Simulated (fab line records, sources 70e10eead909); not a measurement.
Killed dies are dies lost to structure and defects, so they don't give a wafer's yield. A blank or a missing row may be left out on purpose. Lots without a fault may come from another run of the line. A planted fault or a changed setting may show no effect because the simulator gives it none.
Chamber matching | flow nand_harc | NHARC_P_M1_PRE_CLEAN_32 on pecvd-03: 3 sister chambers
The step time 12 s. 3 wafers are shown with their chamber, then 7 later ones without.

WAFERS WITH THEIR CHAMBER
wafer  | chamber | heater_power_w (W)
L926.4 | 1       | 612
L927.6 | 2       | 615
L938.4 | 0       | 706

WAFERS WITHOUT THEIR CHAMBER
wafer  | heater_power_w (W)
L938.5 | 558
L940.1 | 710
L940.3 | 614
L940.5 | 514
L942.1 | 600
L942.2 | 538
L942.5 | 616

WHICH CHAMBER EACH WENT THROUGH
wafer  | from the rows above          | in truth
L938.5 | can't be placed: 1 or 2 or 0 | 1
L940.1 | can't be placed: 0 or 2 or 1 | 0
L940.3 | can't be placed: 2 or 1 or 0 | 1
L940.5 | can't be placed: 1 or 2 or 0 | 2
L942.1 | can't be placed: 1 or 2 or 0 | 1
L942.2 | can't be placed: 1 or 2 or 0 | 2
L942.5 | can't be placed: 2 or 1 or 0 | 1
Placed correctly: 0 of 7. Can't be placed from these rows: 7 (the true chamber is among the candidates in 7). Placed wrongly: 0.
How it was worked out, from the rows above alone: a wafer's distance from a chamber is the root of the sum, over the readings, of the square of ((its reading less the chamber's mean) divided by the reading's scatter). The wafer belongs to the nearest chamber; if the next one is less than 2 further off, it can't be placed. A chamber's mean is the mean of its shown wafers. The scatter: with one shown wafer a chamber, the root of the mean of the squares of how far each hidden wafer lies from its nearest shown one.
